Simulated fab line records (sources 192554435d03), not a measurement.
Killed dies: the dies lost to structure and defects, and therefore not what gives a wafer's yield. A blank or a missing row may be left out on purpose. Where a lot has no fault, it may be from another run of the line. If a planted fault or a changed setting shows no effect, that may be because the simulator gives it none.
Chamber matching + flow n5_finfet + pecvd-02 running N5_PASSIVATION_PECVD_00: 3 sister chambers
The step deposits SiO2 from SiH4/N2O, target thk 200 nm, time 11.2 s. 30 wafers are shown with their chamber, then 12 later ones without.

== WAFERS WITH THEIR CHAMBER ==
| wafer  | chamber | throttle_valve_pct (%) | showerhead_plenum_p_Torr (Torr) | heater_power_w (W) |
|--------|---------|------------------------|---------------------------------|--------------------|
| L077.1 | 1       | 53                     | 8.10                            | 745                |
| L077.2 | 0       | 59                     | 8.18                            | 621                |
| L077.5 | 1       | 53                     | 8.11                            | 724                |
| L076.2 | 1       | 53                     | 8.13                            | 756                |
| L076.5 | 0       | 59                     | 8.17                            | 641                |
| L076.6 | 1       | 53                     | 8.11                            | 783                |
| L080.1 | 0       | 59                     | 8.19                            | 698                |
| L080.2 | 2       | 53                     | 8.18                            | 773                |
| L080.3 | 1       | 53                     | 8.15                            | 797                |
| L080.4 | 1       | 53                     | 8.13                            | 806                |
| L080.5 | 0       | 59                     | 8.17                            | 698                |
| L080.6 | 2       | 53                     | 8.19                            | 783                |
| L079.1 | 1       | 53                     | 8.13                            | 745                |
| L079.4 | 0       | 59                     | 8.18                            | 672                |
| L079.5 | 1       | 53                     | 8.15                            | 749                |
| L081.1 | 1       | 53                     | 8.13                            | 665                |
| L081.2 | 2       | 54                     | 8.18                            | 801                |
| L081.3 | 0       | 59                     | 8.20                            | 657                |
| L081.4 | 0       | 59                     | 8.18                            | 683                |
| L081.5 | 1       | 53                     | 8.12                            | 676                |
| L081.6 | 2       | 54                     | 8.18                            | 816                |
| L083.1 | 0       | 59                     | 8.20                            | 570                |
| L083.2 | 2       | 54                     | 8.18                            | 749                |
| L083.3 | 1       | 53                     | 8.14                            | 824                |
| L083.4 | 2       | 54                     | 8.17                            | 745                |
| L083.5 | 1       | 53                     | 8.14                            | 824                |
| L083.6 | 0       | 59                     | 8.18                            | 581                |
| L086.1 | 2       | 54                     | 8.15                            | 762                |
| L086.2 | 1       | 53                     | 8.14                            | 781                |
| L086.5 | 0       | 59                     | 8.18                            | 632                |

SIGNATURES (means of the wafers above)
| reading                  | chamber 0 | chamber 1 | chamber 2 | scatter within a chamber |
|--------------------------|-----------|-----------|-----------|--------------------------|
| throttle_valve_pct       | 59.00     | 53.00     | 53.71     | 0.23                     |
| showerhead_plenum_p_Torr | 8.1830    | 8.1292    | 8.1757    | 0.0134                   |
| heater_power_w           | 645.30    | 759.62    | 775.57    | 44.4                     |
Rule: a wafer's distance from a chamber is the root of the sum, over the readings, of the square of ((its reading less the chamber's mean) divided by the reading's scatter). If the next closest chamber is less than 2 further off than the closest, the wafer can't be placed; otherwise it belongs to the closest. How the scatter is found: for the shown wafers, subtract from each reading the mean of its chamber, square and add these, divide the total by (wafers less chambers), then take the root.

== WAFERS WITHOUT THEIR CHAMBER ==
| wafer  | throttle_valve_pct (%) | showerhead_plenum_p_Torr (Torr) | heater_power_w (W) |
|--------|------------------------|---------------------------------|--------------------|
| L089.2 | 52                     | 8.14                            | 826                |
| L089.5 | 59                     | 8.17                            | 626                |
| L089.6 | 54                     | 8.16                            | 792                |
| L092.2 | 59                     | 8.19                            | 591                |
| L092.3 | 54                     | 8.19                            | 797                |
| L092.5 | 53                     | 8.13                            | 808                |
| L094.1 | 55                     | 8.21                            | 819                |
| L094.2 | 52                     | 8.11                            | 710                |
| L094.3 | 59                     | 8.18                            | 660                |
| L094.4 | 59                     | 8.16                            | 677                |
| L094.5 | 53                     | 8.13                            | 729                |
| L094.6 | 54                     | 8.16                            | 800                |

== WHICH CHAMBER EACH ONE RAN IN ==
| wafer  | from the rows above | in truth |
|--------|---------------------|----------|
| L089.2 | 1                   | 1        |
| L089.5 | 0                   | 0        |
| L089.6 | 2                   | 2        |
| L092.2 | 0                   | 0        |
| L092.3 | 2                   | 2        |
| L092.5 | 1                   | 1        |
| L094.1 | 2                   | 2        |
| L094.2 | 1                   | 1        |
| L094.3 | 0                   | 0        |
| L094.4 | 0                   | 0        |
| L094.5 | 1                   | 1        |
| L094.6 | 2                   | 2        |
Placed correctly: 12 of 12. Number that these rows cannot place: 0. Wrongly placed: 0.
